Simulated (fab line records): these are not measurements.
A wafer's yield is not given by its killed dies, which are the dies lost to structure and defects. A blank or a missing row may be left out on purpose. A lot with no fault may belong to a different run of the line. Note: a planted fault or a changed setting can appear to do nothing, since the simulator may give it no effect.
fab line records    flow n5_finfet
[record] lots = 7  wafers = 19  last_day = 17
route steps=1938 shown BEOL_M3@962 BEOL_M4@1111
lots with no fault: from the same line, run without faults
start_h: start of the lot's first displayed wafer, in hours after the record's first day    wait_h: hours from the lot's prior step to this one    " the same as in the row above    L1.1+2: one row covering several wafers at once    - value missing, or start not given    * or withheld: withheld    < > ~ a bound
route shown NAME@n: NAME is a module with steps in the file, n the number in the route of the first one    usual: mean/standard deviation of fault-free wafers    same: alike in all rows    chamber/n: place in a boat    sites: readings site by site    _std_site: their standard deviation    _edge_site: outer sites' mean less inner sites'    radius_mm: for every site, how far away it sits from the centre of the wafer    mask NAME#n: copy n    behind: the most recent tool/chamber to have shaped the wafer    hold: reason for holding the lot/hours on hold/outcome of the hold    device: the n, p or np transistor that did not switch    end of line: the tests these same wafers got at the end of their route    step lacking rows: just its recipe    killed: count of dies lost to structure and defects at first sort (not the wafer's yield)    map: the dies of a wafer, with x for killed, . for not killed, _ for no die there
set.NAME: the run value of the setting; set.NAME@STEP: its run value at that earlier step    model.NAME: the simulator's own value behind a step, which no gauge read
a table for each step, a row for each wafer; lots at some steps of the route
services: from which hour (start_h, from the record's first day; less than 0 if before it) a tool's chamber was out of use, for how many hours, and why
[[steps]]
[step N5_BEOL_M3_SOFTBAKE_23]
[recipe] temp_c = 110  time_s = 60  resist = CAR-EUV
[step N5_BEOL_M3_EXPOSE_25]
[recipe] mask_id = V2  na = 0.33  source_shape = quasar  sigma_inner = 0.2  sigma_outer = 0.8  polarization = unpolarized  defocus_nm = 5  dose_mj = 63
[step N5_BEOL_M3_PEB_26]
[recipe] peb_temp_c = 100  peb_time_s = 60  resist = CAR-EUV
[step N5_BEOL_M3_DEVELOP_27]
[recipe] develop_time_s = 30  developer = TMAH  resist = CAR-EUV  rinse_liquid = surfactant_rinse  dry = air_spin  dev_temp_c = 23
[step N5_BEOL_M3_CD_MEAS_28]
[recipe] target_cd_nm = 25.7  landing_energy_ev = 500  detector = se_inlens  target_cd_y_nm = 23.3  polarity = opening
[usual] cd_nm = 25.71/0.22
lot.wafer  tool       chamber  start_h  wait_h  cd_nm
L816.1     cd_sem-02  0        172.28   -       25.86
L816.2     "          0        "        "       25.56
L818.1     cd_sem-01  0        189.68   -       25.52
L818.6     "          0        "        "       25.53
L819.2     cd_sem-03  0        192.54   -       25.79
L819.4     "          0        "        "       25.95
L819.5     "          0        "        "       25.44
L830.1     cd_sem-02  0        252.94   -       25.69
L830.4     "          0        "        "       25.80
L830.5     "          0        "        "       25.54
L829.4     cd_sem-01  0        261.33   -       25.76
L829.5     "          0        "        "       25.58
L829.6     "          0        "        "       25.35
L831.3     cd_sem-03  0        264.98   -       25.47
L831.4     "          0        "        "       25.88
L831.5     "          0        "        "       25.66
L832.3     cd_sem-02  0        275.18   -       25.58
L832.4     "          0        "        "       25.68
L832.5     "          0        "        "       25.89
[step N5_BEOL_M3_OVL_MEAS_29]
[recipe] points_per_wafer = 522
[usual] V2_OVL = 0.4/0.65
lot.wafer  tool        chamber  start_h  wait_h  V2_OVL[nm]
L816.1     overlay-01  0        172.31   0.0     0.1
L816.2     "           0        "        "       1.2
L818.1     overlay-02  0        189.71   0.0     0.2
L818.6     "           0        "        "       1.3
L819.2     overlay-01  0        192.57   0.0     0.3
L819.4     "           0        "        "       0.0
L819.5     "           0        "        "       1.0
L830.1     overlay-02  0        252.97   0.0     0.4
L830.4     "           0        "        "       0.9
L830.5     "           0        "        "       1.0
L829.4     overlay-01  0        261.37   0.0     -0.2
L829.5     "           0        "        "       0.3
L829.6     "           0        "        "       0.6
L831.3     overlay-01  0        265.02   0.0     0.3
L831.4     "           0        "        "       -0.9
L831.5     "           0        "        "       -0.7
L832.3     overlay-02  0        275.22   0.0     0.3
L832.4     "           0        "        "       1.0
L832.5     "           0        "        "       1.1
[step N5_BEOL_M3_INSPECT_30]
[recipe] mode = adi  inspect_instrument = brightfield
[usual] raw_defect_count = 479/100
lot.wafer  tool               chamber  start_h  wait_h  raw_defect_count
L816.1     defect_inspect-01  -        172.37   0.1     570
L816.2     "                  -        "        "       395
L818.1     defect_inspect-01  -        189.77   0.1     541
L818.6     "                  -        "        "       446
L819.2     defect_inspect-01  -        192.63   0.0     482
L819.4     "                  -        "        "       486
L819.5     "                  -        "        "       491
L830.1     defect_inspect-02  -        253.03   0.1     583
L830.4     "                  -        "        "       387
L830.5     "                  -        "        "       502
L829.4     defect_inspect-02  -        261.42   0.0     383
L829.5     "                  -        "        "       316
L829.6     "                  -        "        "       448
L831.3     defect_inspect-01  -        265.07   0.0     470
L831.4     "                  -        "        "       306
L831.5     "                  -        "        "       343
L832.3     defect_inspect-02  -        275.27   0.0     435
L832.4     "                  -        "        "       413
L832.5     "                  -        "        "       591
[step N5_BEOL_M3_DESCUM_33]
[recipe] chemistry = O2  time_s = 7  source_power_w = 50  bias_power_w = 20  pressure_mtorr = 20  rf_frequency_hz = 2.712e+07  temp_c = 40  resist = CAR-EUV  o2_flow_sccm = 225
[usual] bias_power_w = 20.01/0.057  drypump_motor_current_A = 5.81/0.27  oes_product_au = 0.76/0.079  rf_vpp_V = 243.0/1.3  showerhead_plenum_p_Torr = 2.09/0.06  throttle_valve_pct = 20.58/0.22
lot.wafer  tool         chamber  start_h  wait_h  bias_power_w  drypump_motor_current_A  oes_product_au  rf_hours_counter_h  rf_vpp_V  showerhead_plenum_p_Torr  throttle_valve_pct
L816.1     rie_diel-06  2        172.40   0.0     20.00         5.78                     0.72            179                 244.8     2.16                      20.50
L816.2     "            1        "        "       19.91         5.95                     0.70            239                 246.1     2.16                      20.53
L818.1     rie_diel-06  1        189.80   0.0     19.94         5.95                     0.70            244                 244.7     2.16                      20.55
L818.6     "            3        "        "       20.03         6.13                     0.81            -                   242.5     2.03                      20.57
L819.2     rie_diel-02  0        192.66   0.0     20.03         6.10                     0.76            163                 243.0     2.09                      20.70
L819.4     "            3        "        "       19.90         5.59                     0.67            243                 243.3     2.15                      20.63
L819.5     "            0        "        "       20.02         6.09                     0.77            -                   243.5     2.09                      20.70
L830.1     rie_diel-02  1        253.06   0.0     20.02         5.91                     0.69            232                 241.8     2.06                      20.78
L830.4     "            3        "        "       19.86         5.60                     0.99            2                   242.4     2.14                      20.26
L830.5     "            0        "        "       19.97         6.08                     0.75            -                   243.2     2.09                      20.73
L829.4     rie_diel-02  2        261.46   0.0     20.00         5.32                     0.76            168                 241.1     2.01                      20.35
L829.5     "            1        "        "       19.95         5.89                     0.69            -                   242.6     2.06                      20.78
L829.6     "            2        "        "       19.98         5.31                     0.75            -                   240.8     2.01                      20.36
L831.3     rie_diel-04  3        265.10   0.0     19.97         5.46                     0.70            235                 242.7     2.07                      20.74
L831.4     "            1        "        "       20.03         6.24                     0.90            44                  246.7     2.23                      20.61
L831.5     "            3        "        "       20.05         5.45                     0.70            -                   242.8     2.07                      20.72
L832.3     rie_diel-02  0        277.09   1.8     20.07         6.08                     0.74            189                 242.8     2.08                      20.73
L832.4     "            2        "        "       20.03         5.32                     0.75            174                 241.8     2.01                      20.37
L832.5     "            2        "        "       19.98         5.34                     0.75            -                   240.5     2.01                      20.37
[step N5_BEOL_M3_ETCH_77]
[recipe] chemistry = N2/H2  target = underlayer  target_depth_a = 65  mask_material = CAR-EUV  time_s = 5.2  ion_energy_ev = 200  pressure_mtorr = 30  source_w = 840  bias_w = 150  n2_flow_sccm = 200  h2_flow_sccm = 200  ends = cleared
[usual] drypump_motor_current_A = 5.81/0.28  etch_rf_on_time_s = 5.22/0.092  oes_product_au = 0.64/0.066  rf_vpp_V = 523.7/2.4  showerhead_plenum_p_Torr = 2.54/0.074  throttle_valve_pct = 17.99/0.22
lot.wafer  tool         chamber  start_h  wait_h  drypump_motor_current_A  etch_rf_on_time_s  oes_product_au  rf_hours_counter_h  rf_vpp_V  showerhead_plenum_p_Torr  throttle_valve_pct
L816.1     rie_diel-06  2        172.44   0.0     5.78                     5.13               0.63            179                 527.3     2.64                      18.04
L816.2     "            1        "        "       5.95                     5.30               0.60            239                 527.4     2.61                      17.86
L818.1     rie_diel-06  1        189.84   0.0     5.97                     5.32               0.60            244                 526.6     2.61                      17.85
L818.6     "            3        "        "       6.17                     5.35               0.69            -                   523.5     2.46                      17.98
L819.2     rie_diel-02  0        192.70   0.0     6.10                     5.32               0.64            163                 524.7     2.54                      18.10
L819.4     "            3        "        "       5.59                     5.37               0.57            243                 525.3     2.60                      18.04
L819.5     "            0        "        "       6.09                     5.31               0.64            -                   526.7     2.54                      18.09
L830.1     rie_diel-02  1        253.10   0.0     5.92                     5.16               0.60            232                 523.7     2.50                      18.17
L830.4     "            3        "        "       5.59                     5.06               0.85            2                   524.0     2.60                      17.63
L830.5     "            0        "        "       6.07                     5.26               0.63            -                   523.6     2.53                      18.13
L829.4     rie_diel-02  2        261.50   0.0     5.32                     5.30               0.63            168                 521.9     2.44                      17.77
L829.5     "            1        "        "       5.90                     5.31               0.59            -                   525.7     2.50                      18.16
L829.6     "            2        "        "       5.30                     5.27               0.65            -                   519.0     2.44                      17.77
L831.3     rie_diel-04  3        265.13   0.0     5.48                     5.20               0.60            235                 523.5     2.51                      18.26
L831.4     "            1        "        "       6.28                     5.05               0.76            44                  528.0     2.69                      17.98
L831.5     "            3        "        "       5.48                     5.20               0.60            -                   522.2     2.51                      18.25
L832.3     rie_diel-02  0        277.12   0.0     6.08                     5.35               0.63            189                 520.5     2.53                      18.14
L832.4     "            2        "        "       5.30                     5.22               0.65            174                 521.2     2.44                      17.80
L832.5     "            2        "        "       5.28                     5.29               0.61            -                   522.7     2.44                      17.79
[step N5_BEOL_M3_ETCH_69]
[recipe] chemistry = CF4  target = SiARC  target_depth_a = 156  mask_material = CAR-EUV  time_s = 26  ion_energy_ev = 80  pressure_mtorr = 40  source_w = 545  bias_w = 36  Ar_flow_sccm = 100  cf4_flow_sccm = 100  ends = cleared
[usual] drypump_motor_current_A = 5.81/0.27  etch_rf_on_time_s = 26.1/0.44  oes_product_au = 0.65/0.066  rf_vpp_V = 184.0/1.2  showerhead_plenum_p_Torr = 2.14/0.06  throttle_valve_pct = 15.76/0.24
lot.wafer  tool         chamber  start_h  wait_h  drypump_motor_current_A  etch_rf_on_time_s  oes_product_au  rf_hours_counter_h  rf_vpp_V  showerhead_plenum_p_Torr  throttle_valve_pct
L816.1     rie_diel-06  2        172.45   0.0     5.78                     25.5               0.63            179                 183.8     2.22                      15.80
L816.2     "            1        "        "       5.93                     26.1               0.60            239                 185.5     2.20                      15.71
L818.1     rie_diel-06  1        189.85   0.0     5.96                     26.4               0.59            244                 184.1     2.19                      15.73
L818.6     "            3        "        "       6.15                     26.3               0.69            -                   182.3     2.08                      15.70
L819.2     rie_diel-02  0        192.71   0.0     6.09                     26.6               0.64            163                 183.7     2.14                      15.84
L819.4     "            3        "        "       5.58                     26.8               0.57            243                 184.8     2.19                      15.88
L819.5     "            0        "        "       6.08                     26.5               0.64            -                   184.0     2.14                      15.86
L830.1     rie_diel-02  1        253.11   0.0     5.90                     25.8               0.60            232                 184.2     2.11                      16.01
L830.4     "            3        "        "       5.59                     25.9               0.84            2                   184.5     2.19                      15.41
L830.5     "            0        "        "       6.08                     26.7               0.63            -                   184.6     2.13                      15.88
L829.4     rie_diel-02  2        261.52   0.0     5.31                     26.4               0.64            168                 183.9     2.05                      15.48
L829.5     "            1        "        "       5.89                     25.9               0.60            -                   182.2     2.11                      16.01
L829.6     "            2        "        "       5.34                     26.0               0.64            -                   184.2     2.05                      15.49
L831.3     rie_diel-04  3        265.15   0.0     5.45                     25.7               0.62            235                 182.3     2.11                      15.88
L831.4     "            1        "        "       6.27                     25.1               0.77            44                  185.7     2.26                      15.63
L831.5     "            3        "        "       5.45                     25.4               0.62            -                   183.3     2.11                      15.88
L832.3     rie_diel-02  0        277.14   0.0     6.09                     26.8               0.63            189                 183.6     2.13                      15.91
L832.4     "            2        "        "       5.34                     26.2               0.64            174                 184.8     2.05                      15.50
L832.5     "            2        "        "       5.33                     26.0               0.64            -                   183.3     2.05                      15.51
[step N5_BEOL_M3_ALD_98]
[recipe] material = SiO2  target_thk_a = 25  temp_c = 100  ald_precursor_family = BDEAS  ald_co_reactant = O2-plasma  pulse_time_s = 1  co_reactant_pulse_time_s = 1  purge_time_s = 2  co_reactant_purge_time_s = 2  ald_cycles = 17  pressure_torr = 2
[usual] heater_power_w = 78/9.8  precursor_pulse_height_rel = 1.001/0.019
lot.wafer  tool        chamber  start_h  wait_h  heater_power_w  precursor_pulse_height_rel
L816.1     ald_sin-02  3        173.53   1.0     79              0.961
L816.2     "           1        "        "       75              1.020
L818.1     ald_sin-02  3        189.96   0.1     78              1.023
L818.6     "           1        "        "       78              1.016
L819.2     ald_sin-04  3        193.12   0.4     64              1.012
L819.4     "           3        "        "       65              1.034
L819.5     "           1        "        "       80              0.985
L830.1     ald_sin-04  3        253.20   0.1     64              0.970
L830.4     "           2        "        "       73              0.983
L830.5     "           3        "        "       65              0.962
L829.4     ald_sin-02  1        261.60   0.1     75              0.990
L829.5     "           3        "        "       80              0.975
L829.6     "           2        "        "       101             1.006
L831.3     ald_sin-04  0        265.23   0.1     67              1.014
L831.4     "           1        "        "       80              1.011
L831.5     "           3        "        "       66              0.987
L832.3     ald_sin-02  2        277.53   0.4     99              1.011
L832.4     "           3        "        "       80              0.994
L832.5     "           2        "        "       102             1.029
[step N5_BEOL_M3_ETCHBACK_99]
[recipe] chemistry = CHF3  target = SiO2  target_depth_a = 50  time_s = 10.4  source_w = 215  bias_w = 47  Ar_flow_sccm = 200  CHF3_flow_sccm = 12  ion_energy_ev = 100  pressure_mtorr = 30
[usual] drypump_motor_current_A = 5.80/0.28  oes_product_au = 0.76/0.078  rf_vpp_V = 241.2/1.9  showerhead_plenum_p_Torr = 2.15/0.062  throttle_valve_pct = 17.21/0.25
lot.wafer  tool         chamber  start_h  wait_h  drypump_motor_current_A  oes_product_au  rf_hours_counter_h  rf_vpp_V  showerhead_plenum_p_Torr  throttle_valve_pct
L816.1     rie_diel-02  0        179.10   5.5     6.07                     0.75            159                 241.6     2.15                      17.31
L816.2     "            2        "        "       5.32                     0.77            142                 239.0     2.07                      16.91
L818.1     rie_diel-02  1        190.26   0.3     5.89                     0.71            212                 241.3     2.13                      17.41
L818.6     "            0        "        "       6.08                     0.76            -                   240.2     2.15                      17.33
L819.2     rie_diel-02  2        196.45   3.3     5.33                     0.77            147                 239.8     2.07                      16.90
L819.4     "            1        "        "       5.89                     0.71            213                 241.8     2.13                      17.41
L819.5     "            3        "        "       5.59                     0.68            -                   238.4     2.20                      17.27
L830.1     rie_diel-04  2        254.66   1.4     5.80                     0.87            50                  242.5     2.10                      16.47
L830.4     "            1        "        "       6.24                     0.91            40                  242.1     2.28                      17.12
L830.5     "            3        "        "       5.47                     0.71            -                   238.3     2.12                      17.35
L829.4     rie_diel-04  0        268.18   6.5     5.84                     0.74            177                 240.4     2.22                      17.43
L829.5     "            1        "        "       6.25                     0.90            -                   241.7     2.28                      17.15
L829.6     "            0        "        "       5.86                     0.75            -                   242.1     2.22                      17.40
L831.3     rie_diel-02  2        271.72   6.4     5.31                     0.76            171                 238.9     2.06                      16.94
L831.4     "            3        "        "       5.58                     0.97            8                   238.9     2.20                      16.85
L831.5     "            0        "        "       6.11                     0.73            -                   242.2     2.14                      17.35
L832.3     rie_diel-06  1        278.67   1.1     5.96                     0.94            14                  244.7     2.20                      16.72
L832.4     "            2        "        "       5.77                     0.71            213                 244.3     2.22                      17.30
L832.5     "            2        "        "       5.80                     0.71            -                   243.8     2.22                      17.30
[step N5_BEOL_M3_ETCH_70]
[recipe] chemistry = N2/H2  target = SOC  target_depth_a = 800  overetch_a = 160  mask_material = SiARC  temp_c = 40  time_s = 120  ion_energy_ev = 200  pressure_mtorr = 30  source_w = 840  bias_w = 150  n2_flow_sccm = 200  h2_flow_sccm = 200
[usual] drypump_motor_current_A = 5.81/0.28  oes_product_au = 0.58/0.055  rf_vpp_V = 523.9/2.2  run_length_s = 143.2/0.38  showerhead_plenum_p_Torr = 2.54/0.075  throttle_valve_pct = 17.96/0.24
lot.wafer  tool         chamber  start_h  wait_h  drypump_motor_current_A  oes_product_au  rf_hours_counter_h  rf_vpp_V  run_length_s  showerhead_plenum_p_Torr  throttle_valve_pct  model.SiARC_of_BEOL_M3_COAT_68.thk_nm
L816.1     rie_diel-02  0        179.14   0.0     6.10                     0.62            159                 523.8     135.6         2.54                      18.06               6.8
L816.2     "            2        "        "       5.33                     0.59            142                 520.4     142.9         2.45                      17.71               6.4
L818.1     rie_diel-02  1        190.30   0.0     5.92                     0.58            212                 521.5     135.7         2.51                      18.10               6.8
L818.6     "            0        "        "       6.11                     0.58            -                   524.1     143.4         2.54                      18.04               6.6
L819.2     rie_diel-02  2        196.49   0.0     5.33                     0.58            147                 521.0     143.3         2.45                      17.70               6.4
L819.4     "            1        "        "       5.91                     0.55            213                 523.6     143.0         2.51                      18.09               6.2
L819.5     "            3        "        "       5.58                     0.56            -                   526.0     135.2         2.60                      18.06               7
L830.1     rie_diel-04  2        254.69   0.0     5.81                     0.66            50                  522.2     143.5         2.48                      17.21               6.2
L830.4     "            1        "        "       6.25                     0.68            40                  527.6     142.6         2.70                      17.92               6.2
L830.5     "            3        "        "       5.48                     0.54            -                   524.1     143.3         2.51                      18.20               6.4
L829.4     rie_diel-04  0        268.21   0.0     5.82                     0.57            177                 527.4     143.5         2.64                      18.24               6.4
L829.5     "            1        "        "       6.27                     0.68            -                   527.9     142.5         2.69                      17.92               6.2
L829.6     "            0        "        "       5.82                     0.57            -                   526.3     143.4         2.64                      18.23               6.4
L831.3     rie_diel-02  2        271.76   0.0     5.31                     0.57            171                 519.0     142.8         2.44                      17.75               6.4
L831.4     "            3        "        "       5.60                     0.74            8                   525.7     142.8         2.60                      17.60               6.4
L831.5     "            0        "        "       6.09                     0.58            -                   523.3     143.3         2.53                      18.09               6.6
L832.3     rie_diel-06  1        278.71   0.0     5.95                     0.70            14                  525.8     144.0         2.60                      17.42               6
L832.4     "            2        "        "       5.79                     0.54            213                 526.3     143.2         2.63                      18.06               6.4
L832.5     "            2        "        "       5.80                     0.54            -                   526.5     142.7         2.63                      18.04               6.2
[step N5_BEOL_M3_STRIP_71]
[recipe] chemistry = N2/H2  temp_c = 40  n2_flow_sccm = 200  h2_flow_sccm = 200  rf_frequency_hz = 6e+07
[step N5_BEOL_M4_RC_MEAS_101]
[usual] DIBL_N = 36.3/1.4  DIBL_P = 35.7/1.5  IOFF_N = 0.155/0.022  IOFF_P = 0.204/0.027  ION_N = 671/9  ION_P = 459/6.2  SS_N = 71.5/0.54  SS_P = 73.1/0.56  VT_N = 250.2/2.6  VT_P = -251/3.3
lot.wafer  tool       chamber  start_h  wait_h  DIBL_N[mV/V]  DIBL_P[mV/V]  IOFF_N[nA/um]  IOFF_P[nA/um]  ION_N[uA/um]  ION_P[uA/um]  SS_N[mV/dec]  SS_P[mV/dec]  VT_N[mV]  VT_P[mV]
L816.1     prober-02  0        191.18   0.0     37.7          37.2          0.183          0.269          686           480           71.7          73.5          245.5     -243
L816.2     "          0        "        "       36.0          34.5          0.155          0.234          675           465           72.4          73.5          253.0     -248
L818.1     prober-01  0        209.81   0.0     38.9          37.3          0.190          0.235          672           457           73.2          73.7          249.6     -247
L818.6     "          0        "        "       38.0          36.5          0.163          0.220          660           453           72.0          73.7          249.8     -251
L819.2     prober-01  0        212.76   0.2     36.3          35.8          0.143          0.179          663           445           70.8          73.0          253.2     -255
L819.4     "          0        "        "       36.3          35.8          0.139          0.180          659           448           71.3          73.4          254.3     -257
L819.5     "          0        "        "       35.6          35.0          0.131          0.168          648           443           71.2          72.4          254.9     -257
L830.1     prober-01  0        274.32   0.0     35.4          35.2          0.139          0.192          674           453           71.2          73.7          252.0     -251
L830.4     "          0        "        "       38.4          37.3          0.197          0.237          677           459           72.3          73.3          249.3     -250
L830.5     "          0        "        "       34.9          34.4          0.131          0.195          666           458           71.2          72.7          251.6     -250
L829.4     prober-01  0        280.43   0.5     38.0          37.0          0.169          0.237          677           462           71.2          73.1          248.3     -249
L829.5     "          0        "        "       39.3          38.5          0.190          0.263          682           466           71.4          74.4          247.2     -248
L829.6     "          0        "        "       38.9          38.2          0.177          0.254          675           462           71.7          73.8          249.5     -246
L831.3     prober-02  0        285.27   0.3     36.9          36.8          0.151          0.197          663           456           72.1          72.8          251.0     -252
L831.4     "          0        "        "       36.3          36.5          0.154          0.206          656           457           71.2          72.5          252.0     -252
L831.5     "          0        "        "       36.3          36.8          0.152          0.217          661           466           71.6          73.3          250.8     -250
L832.3     prober-01  0        293.95   0.3     37.5          36.5          0.166          0.207          666           454           71.8          73.5          249.8     -253
L832.4     "          0        "        "       38.1          36.8          0.177          0.211          662           452           72.6          73.9          250.0     -251
L832.5     "          0        "        "       35.4          33.8          0.134          0.168          666           455           71.6          72.8          251.6     -254
[[services]]
tool         chamber  start_h  hours  kind
ald_sin-04   -        153.72   1.1    repair
rie_diel-04  -        173.81   2.7    repair
ald_sin-04   -        176.75   14.0   pm
ald_sin-04   0        176.75   14.0   vent_cycle
ald_sin-04   1        176.75   14.0   vent_cycle
ald_sin-04   2        176.75   14.0   vent_cycle
ald_sin-04   3        176.75   14.0   vent_cycle
ald_sin-04   0        190.75   -      clean
rie_diel-02  3        220.00   -      clean
rie_diel-02  3        220.00   -      consumable_replace:focus_ring
rie_diel-02  3        220.00   18.5   scheduled_down
rie_diel-02  3        220.00   18.5   vent_cycle
rie_diel-06  1        227.30   -      clean
rie_diel-06  1        227.30   -      consumable_replace:focus_ring
rie_diel-06  1        227.30   12.9   scheduled_down
rie_diel-06  1        227.30   12.9   vent_cycle
rie_diel-02  3        240.04   7.0    repair
rie_diel-06  0        240.32   -      clean
rie_diel-06  0        240.32   -      consumable_replace:focus_ring
rie_diel-06  0        240.32   11.9   scheduled_down
rie_diel-06  0        240.32   11.9   vent_cycle
ald_sin-04   0        248.06   3.2    repair
rie_diel-04  3        256.08   4.6    repair
rie_diel-04  -        270.47   28.1   pm
[[key]]
[first_sign] step = N5_BEOL_M3_ETCH_70  reading = run_length_s  direction = down  sigmas = 20  usual = *  struck = *
effect none on later readings
[model_effect] step = N5_BEOL_M3_ETCH_70  value = SiARC_of_BEOL_M3_COAT_68.thk_nm  without = 6.467  struck = 6.867
met_at N5_BEOL_M3_ETCH_70
struck_wafers L816.1,L818.1,L819.5
[fault] kind = process_parameter_drift  tool = rie_diel-02  chamber = -  onset_h = 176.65  steps = N5_BEOL_M3_ETCH_70  channel = time_s  offset = *  shape = step  end_h = 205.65  scope = struck_wafers_only  acts_in = *  stated = *
